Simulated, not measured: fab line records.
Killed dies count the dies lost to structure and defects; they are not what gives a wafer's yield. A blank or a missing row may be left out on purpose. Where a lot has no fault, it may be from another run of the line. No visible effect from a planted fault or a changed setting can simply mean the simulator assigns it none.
Which of the tools did it?    flow n5-finfet    8 lots with 23 wafers sampled at 5 steps, on a route of 1938 steps

== WHAT THE GAUGES SHOWED, per wafer ==
N5_BEOL_M7_OCD_MEAS_38. Usual: trench-depth-nm at 93.9 nm, with a standard deviation of 1.5.
lot   measured      on      trench-depth-nm (nm)  flag
L216  day 9 02:49   ocd-01  93.8 94.3 91.0        
L220  day 10 14:04  ocd-01  91.5 91.9             
L226  day 11 06:39  ocd-02  92.3 94.4 92.9        
L230  day 12 16:59  ocd-01  94.7 96.4 94.5        
L234  day 13 13:31  ocd-01  94.0 92.2 93.6        
L236  day 14 01:06  ocd-02  92.7 93.3 94.5        
L237  day 14 04:22  ocd-01  95.5 94.3 96.3        
L238  day 14 16:07  ocd-02  94.0 94.1 93.8        

N5_BEOL_M7_CD_MEAS_35: target cd 40 nm. Usual: cd-nm at 39.8 nm, with a standard deviation of 0.43.
lot   measured      on         cd-nm (nm)      flag
L216  day 9 02:58   cd-sem-01  39.9 39.8 40.1  
L220  day 10 14:13  cd-sem-02  40.5 40.2       
L226  day 11 06:49  cd-sem-01  40.0 40.1 39.1  
L230  day 12 17:11  cd-sem-01  39.5 39.0 39.2  
L234  day 13 13:40  cd-sem-02  39.5 39.9 39.8  
L236  day 14 01:15  cd-sem-02  39.4 39.5 39.9  
L237  day 14 04:32  cd-sem-01  38.9 39.7 39.1  
L238  day 14 16:16  cd-sem-03  39.9 40.2 39.3  

N5_BEOL_M15_RC_MEAS_101. Usual: COMB_M10 1.37e-11 S/m, standard deviation 2.8e-12; COMB_M11 1.4e-11 S/m, standard deviation 3.7e-12; COMB_M12 5.9e-12 S/m, standard deviation 1.4e-12; COMB_M13 4.6e-12 S/m, standard deviation 1.2e-12; COMB_M14 3.2e-12 S/m, standard deviation 8.5e-13; COMB_M14_max_site 4.7e-12 S/m, standard deviation 1.2e-12; COMB_M15 2.2e-12 S/m, standard deviation 7.3e-13; COMB_M5 3.6e-11 S/m, standard deviation 6.8e-12; COMB_M5_max_site 5.2e-11 S/m, standard deviation 1.3e-11; COMB_M6 2.5e-11 S/m, standard deviation 5.2e-12; COMB_M7 2.3e-11 S/m, standard deviation 5.3e-12; COMB_M8 2.5e-11 S/m, standard deviation 5.5e-12; COMB_M9 1.4e-11 S/m, standard deviation 3e-12; SERP_M10 3.04 ohm/um, standard deviation 0.079; SERP_M11 3.05 ohm/um, standard deviation 0.077; SERP_M12 0.632 ohm/um, standard deviation 0.013; SERP_M13 0.306 ohm/um, standard deviation 0.0062; SERP_M14 0.160 ohm/um, standard deviation 0.0033; SERP_M14_max_site 0.161 ohm/um, standard deviation 0.0035; SERP_M5 38.3 ohm/um, standard deviation 1.4; SERP_M5_max_site 39.9 ohm/um, standard deviation 1.6; SERP_M6 13.8 ohm/um, standard deviation 0.5; SERP_M7 13.9 ohm/um, standard deviation 0.4; SERP_M8 13.7 ohm/um, standard deviation 0.44; SERP_M8_max_site 14.3 ohm/um, standard deviation 0.49; SERP_M9 3.06 ohm/um, standard deviation 0.069.
lot   measured      on         COMB_M10 (S/m)              COMB_M11 (S/m)           COMB_M12 (S/m)           COMB_M13 (S/m)           COMB_M14 (S/m)           COMB_M14_max_site (S/m)  COMB_M15 (S/m)           COMB_M5 (S/m)            COMB_M5_max_site (S/m)   COMB_M6 (S/m)            COMB_M7 (S/m)            COMB_M8 (S/m)            COMB_M9 (S/m)            SERP_M10 (ohm/um)  SERP_M11 (ohm/um)  SERP_M12 (ohm/um)  SERP_M13 (ohm/um)  SERP_M14 (ohm/um)  SERP_M14_max_site (ohm/um)  SERP_M5 (ohm/um)  SERP_M5_max_site (ohm/um)  SERP_M6 (ohm/um)  SERP_M7 (ohm/um)  SERP_M8 (ohm/um)  SERP_M8_max_site (ohm/um)  SERP_M9 (ohm/um)  flag
L216  day 11 21:25  prober-02  1.56e-11 1.27e-11 1.34e-11  1.5e-11 1.1e-11 1.2e-11  4.5e-12 4.4e-12 5.3e-12  3.9e-12 2.6e-12 4.1e-12  1.7e-12 2.1e-12 2.7e-12  2.3e-12 3e-12 4e-12      7e-13 1e-12 1.4e-12      3.7e-11 3.6e-11 2.8e-11  4.2e-11 5.3e-11 3.7e-11  2.1e-11 2.1e-11 2.6e-11  2.5e-11 1.7e-11 2.3e-11  3.1e-11 3.5e-11 3.3e-11  1.3e-11 1.3e-11 1.8e-11  3.17 3.23 3.16     3.16 3.14 3.00     0.613 0.623 0.623  0.301 0.308 0.295  0.154 0.155 0.157  0.155 0.157 0.159           38.0 40.1 40.5    38.8 40.7 42.0             12.9 13.3 12.9    13.5 13.0 14.0    13.0 14.3 13.4    13.6 15.1 13.6             3.08 2.99 2.96    
L220  day 12 21:35  prober-01  1.01e-11 1.28e-11           1.2e-11 1.7e-11          5.8e-12 7.4e-12          6.3e-12 5.2e-12          3.3e-12 2.9e-12          4.4e-12 4.3e-12          2.1e-12 1.9e-12          3.6e-11 3.6e-11          5.2e-11 4.4e-11          3.1e-11 1.7e-11          2.1e-11 2.5e-11          1.9e-11 2.6e-11          1.6e-11 1.3e-11          3.05 3.04          2.94 2.97          0.614 0.656        0.297 0.312        0.159 0.156        0.161 0.157                 38.0 37.7         39.8 38.9                  14.5 14.3         14.7 13.6         13.6 14.4         14.1 14.7                  3.18 3.15         
L226  day 13 16:58  prober-01  1.26e-11 1.07e-11 1.76e-11  2e-11 2.2e-11 1.9e-11    5.2e-12 9.1e-12 7e-12    4.1e-12 5.8e-12 5.1e-12  3.6e-12 2.9e-12 4.9e-12  6.5e-12 4.2e-12 5.5e-12  2.4e-12 4.2e-12 2.7e-12  4.6e-11 6e-11 4.2e-11    6.6e-11 9.5e-11 7.3e-11  2e-11 2.2e-11 2.6e-11    2.8e-11 2.1e-11 2.7e-11  2.5e-11 2.9e-11 2.7e-11  1.4e-11 2e-11 2e-11      3.00 3.08 3.03     2.95 3.06 2.98     0.636 0.607 0.638  0.311 0.303 0.310  0.156 0.158 0.156  0.157 0.159 0.158           38.7 39.2 40.2    41.0 40.7 42.0             14.7 13.9 14.1    15.5 13.9 14.7    13.9 14.2 13.9    14.6 14.3 14.6             3.07 3.01 3.08    
L230  day 15 11:09  prober-02  1.31e-11 7.4e-12 1.38e-11   1.2e-11 1.2e-11 1.1e-11  5.4e-12 3.8e-12 4.3e-12  4.2e-12 3.3e-12 5.6e-12  3.3e-12 3.3e-12 3.6e-12  4.3e-12 4.1e-12 4.6e-12  1.4e-12 2.8e-12 1.5e-12  4.7e-11 3e-11 4.8e-11    6.2e-11 5e-11 6.9e-11    2.6e-11 2.1e-11 3.2e-11  2.6e-11 2.1e-11 2.1e-11  2.2e-11 3.3e-11 2.5e-11  1.1e-11 1.3e-11 9e-12    3.01 3.06 2.96     3.07 2.97 3.06     0.637 0.614 0.618  0.301 0.309 0.315  0.156 0.162 0.164  0.159 0.165 0.166           37.8 35.2 37.2    39.6 35.8 37.7             14.3 13.8 14.5    14.3 13.9 14.0    14.3 14.0 13.8    14.9 14.4 14.4             3.11 2.90 3.06    
L234  day 16 01:25  prober-01  1.57e-11 1.45e-11 1.27e-11  1.5e-11 1.6e-11 1.7e-11  8.6e-12 7.7e-12 9.3e-12  5.4e-12 5e-12 4.1e-12    2.9e-12 2.9e-12 2.8e-12  3.4e-12 3.6e-12 3.3e-12  2.1e-12 2.6e-12 2.7e-12  3.3e-11 2.8e-11 2.5e-11  4.4e-11 3.8e-11 3.9e-11  2.6e-11 3e-11 1.5e-11    2.3e-11 2.3e-11 2.6e-11  2.2e-11 2.4e-11 3.1e-11  1e-11 1.7e-11 1.1e-11    2.98 3.04 3.01     3.08 3.16 3.01     0.625 0.641 0.638  0.305 0.307 0.320  0.160 0.157 0.159  0.162 0.159 0.161           38.9 37.3 38.6    41.5 39.5 39.5             13.6 13.4 13.5    14.4 14.1 13.8    13.9 13.5 13.6    14.4 13.6 14.1             3.02 2.95 3.04    
L236  day 16 17:10  prober-01  1.4e-11 1.31e-11 1.36e-11   1.6e-11 1.3e-11 1.5e-11  4.9e-12 4.8e-12 7e-12    4.1e-12 6e-12 4.4e-12    2.5e-12 3.6e-12 3.4e-12  4e-12 4.2e-12 5.1e-12    1.7e-12 2.5e-12 3.2e-12  3.8e-11 2.8e-11 2.8e-11  5.9e-11 3.7e-11 3.8e-11  1.8e-11 2.5e-11 2.6e-11  3.4e-11 2.5e-11 2.2e-11  2.6e-11 2.4e-11 2.6e-11  1.3e-11 1.3e-11 1.8e-11  2.92 2.99 2.99     2.97 3.08 3.05     0.617 0.625 0.642  0.295 0.293 0.307  0.163 0.156 0.160  0.165 0.157 0.162           39.9 37.9 39.1    41.7 39.0 40.4             14.6 14.1 13.5    14.3 14.1 13.6    13.5 13.4 13.0    14.0 13.8 13.2             3.05 3.02 3.06    
L237  day 16 10:07  prober-02  1.59e-11 1.38e-11 1.31e-11  1.1e-11 1.2e-11 1.3e-11  4.9e-12 5.2e-12 4.4e-12  4.4e-12 4.4e-12 6.3e-12  2.3e-12 2.4e-12 2.5e-12  3.3e-12 3.6e-12 3.7e-12  1.5e-12 1.6e-12 1e-12    3.8e-11 3.1e-11 4.4e-11  8.5e-11 6.3e-11 6.2e-11  2.2e-11 3e-11 2.9e-11    2.5e-11 2.2e-11 3.4e-11  1.4e-11 2.5e-11 3.1e-11  1.7e-11 1.4e-11 1.6e-11  3.03 3.11 2.97     3.05 2.94 3.06     0.643 0.655 0.637  0.310 0.300 0.293  0.158 0.156 0.159  0.161 0.157 0.159           38.5 41.2 36.5    39.7 42.6 37.5             13.6 13.6 13.7    14.0 14.3 13.7    13.3 13.4 13.5    13.8 14.2 14.3             3.16 3.16 3.27    
L238  day 17 04:34  prober-02  1.62e-11 2.13e-11 1.33e-11  1.6e-11 1.8e-11 1.7e-11  7e-12 4.6e-12 4.5e-12    4e-12 3.4e-12 3.3e-12    2.3e-12 3.3e-12 2.4e-12  3.3e-12 4.3e-12 3.8e-12  1.5e-12 1.4e-12 2.7e-12  4.7e-11 3.8e-11 3.3e-11  6.9e-11 5.1e-11 3.6e-11  3.7e-11 2.7e-11 2.9e-11  1.7e-11 1.9e-11 2.4e-11  2.1e-11 1.9e-11 1.2e-11  1.5e-11 1.6e-11 1.3e-11  3.03 3.02 3.03     2.99 3.12 3.07     0.651 0.635 0.666  0.303 0.307 0.308  0.158 0.160 0.156  0.161 0.161 0.156           36.9 36.9 36.7    39.2 39.5 38.1             13.9 13.5 13.7    13.3 13.5 14.2    14.7 14.9 14.2    15.0 15.5 14.8             3.08 3.03 3.07    

== WHICH TOOL RAN EACH LOT (tool, then ch and the chambers of the sampled wafers, then the start) ==
lot   N5_BEOL_M7_STRIP_36                 N5_BEOL_M7_ALD_77
L216  rie-diel-01 ch 0,1, day 9 02:37     ald-metal-01 ch 1,2,3, day 9 04:22
L220  rie-diel-03 ch 2, day 10 13:52      ald-metal-01 ch 0,1, day 10 14:52
L226  rie-diel-05 ch 0,2,3, day 11 06:27  ald-metal-01 ch 0,3, day 11 07:31
L230  rie-diel-01 ch 0,1,3, day 12 16:47  ald-metal-03 ch 0,1,3, day 12 18:17
L234  rie-diel-05 ch 0,1,3, day 13 13:19  ald-metal-02 ch 0,2, day 13 14:39
L236  rie-diel-03 ch 1,2,3, day 14 00:54  ald-metal-01 ch 0,2,3, day 14 01:56
L237  rie-diel-01 ch 0,1,3, day 14 04:11  ald-metal-01 ch 0,1,3, day 14 06:19
L238  rie-diel-01 ch 0,1,3, day 14 15:55  ald-metal-01 ch 0,3, day 14 17:14
- N5_BEOL_M7_STRIP_36: strips in N2/H2.
- N5_BEOL_M7_ALD_77: deposits TaN, target thk 2 nm, pulse time 2 s, purge time 3 s.

== AS READ BY THE TOOLS THEMSELVES (means over the sampled wafers that have a number; for cases with no such wafer, the mark the record gives instead) ==
N5_BEOL_M7_STRIP_36. Usual: drypump-motor-current-A 5.7 A, standard deviation 0.58; oes-product-au 0.80 a.u., standard deviation 0.092; rf-vpp-V 59.3 V, standard deviation 1.4; showerhead-plenum-p-Torr 2.55 Torr, standard deviation 0.1; throttle-valve-pct 23.59 %, standard deviation 0.29.
lot   tool         drypump-motor-current-A (A)  oes-product-au (a.u.)  rf-vpp-V (V)  showerhead-plenum-p-Torr (Torr)  throttle-valve-pct (%)  flag
L216  rie-diel-01  5.9                          0.83                   60.3          2.67                             23.43                   
L220  rie-diel-03  5.2                          0.75                   58.6          2.64                             23.35                   
L226  rie-diel-05  5.9                          0.76                   60.5          2.44                             23.52                   
L230  rie-diel-01  5.6                          0.91                   58.9          2.63                             23.39                   
L234  rie-diel-05  5.8                          0.82                   60.0          2.46                             23.67                   
L236  rie-diel-03  5.2                          0.71                   58.9          2.52                             23.46                   
L237  rie-diel-01  5.5                          0.88                   60.4          2.62                             23.39                   
L238  rie-diel-01  5.6                          0.87                   59.2          2.62                             23.40                   

N5_BEOL_M7_ALD_77. Usual: heater-power-w 418 W, standard deviation 42; precursor-vessel-pressure-torr 26.25 Torr, standard deviation 0.05.
lot   tool          heater-power-w (W)  precursor-vessel-pressure-torr (Torr)  flag
L216  ald-metal-01  417                 26.24                                  
L220  ald-metal-01  405                 26.20                                  
L226  ald-metal-01  420                 26.20                                  
L230  ald-metal-03  378                 26.23                                  
L234  ald-metal-02  434                 26.27                                  
L236  ald-metal-01  432                 26.27                                  
L237  ald-metal-01  397                 26.26                                  
L238  ald-metal-01  400                 26.26                                  

== THE ANSWER, worked out from the rows above alone ==
Rule: take the mean of a lot's wafers that have a number; if it is more than 3 standard deviations from the usual mean, the lot is off. A lot without any number at a reading at which 4 lots or more have one is off too. Any other lot the step has rows for is counted as sound. After the gauges, taken in route order, come the tools' own readings; for these a lot's mean is taken, as printed above. At the first step where some lot is off, the reading lying furthest off is the one used; lots without a number count as furthest.
Across all readings shown, no lot is off: no conclusion can be drawn from this.

== WHAT HAD BEEN PUT IN BY THE SIMULATOR ==
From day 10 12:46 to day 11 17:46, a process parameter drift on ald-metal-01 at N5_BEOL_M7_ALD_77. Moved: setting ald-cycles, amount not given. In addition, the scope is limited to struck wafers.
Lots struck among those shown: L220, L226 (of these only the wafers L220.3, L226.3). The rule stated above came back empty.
